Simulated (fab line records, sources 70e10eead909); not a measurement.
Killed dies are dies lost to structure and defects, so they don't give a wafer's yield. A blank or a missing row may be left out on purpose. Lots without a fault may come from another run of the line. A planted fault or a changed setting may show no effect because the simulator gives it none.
Chamber matching | flow nand_harc | NHARC_P_GATE_DESCUM_93 on rie_diel-11: 4 sister chambers
The step chemistry O2, time 3 s. 8 wafers are shown with their chamber, then 11 later ones without.

WAFERS WITH THEIR CHAMBER
wafer  | chamber | showerhead_plenum_p_Torr (Torr) | drypump_motor_current_A (A)
L080.4 | 2       | 1.89                            | 5.8
L088.2 | 1       | 1.95                            | 5.7
L086.2 | 0       | 1.81                            | 5.5
L086.4 | 2       | 1.88                            | 5.7
L091.2 | 3       | 1.88                            | 5.7
L091.5 | 3       | 1.88                            | 5.7
L091.6 | 0       | 1.81                            | 5.5
L091.1 | 1       | 1.95                            | 5.7

WAFERS WITHOUT THEIR CHAMBER
wafer  | showerhead_plenum_p_Torr (Torr) | drypump_motor_current_A (A)
L091.3 | 1.81                            | 5.5
L091.4 | 1.88                            | 5.7
L094.1 | 1.94                            | 5.7
L094.5 | 1.88                            | 5.7
L094.6 | 1.80                            | 5.5
L093.3 | 1.94                            | 5.7
L093.4 | 1.88                            | 5.8
L093.6 | 1.94                            | 5.7
L096.1 | 1.94                            | 5.7
L096.3 | 1.88                            | 5.7
L096.4 | 1.88                            | 5.8

WHICH CHAMBER EACH WENT THROUGH
wafer  | from the rows above     | in truth
L091.3 | 0                       | 0
L091.4 | can't be placed: 3 or 2 | 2
L094.1 | 1                       | 1
L094.5 | can't be placed: 3 or 2 | 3
L094.6 | 0                       | 0
L093.3 | 1                       | 1
L093.4 | can't be placed: 2 or 3 | 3
L093.6 | 1                       | 1
L096.1 | 1                       | 1
L096.3 | can't be placed: 3 or 2 | 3
L096.4 | can't be placed: 2 or 3 | 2
Placed correctly: 6 of 11. Can't be placed from these rows: 5 (the true chamber is among the candidates in 5). Placed wrongly: 0.
How it was worked out, from the rows above alone: a wafer's distance from a chamber is the root of the sum, over the readings, of the square of ((its reading less the chamber's mean) divided by the reading's scatter). The wafer belongs to the nearest chamber; if the next one is less than 2 further off, it can't be placed. A chamber's mean is the mean of its shown wafers. The scatter: the root of (the sum of the squares of (reading less its chamber's mean) over the shown wafers, divided by (wafers less chambers)).
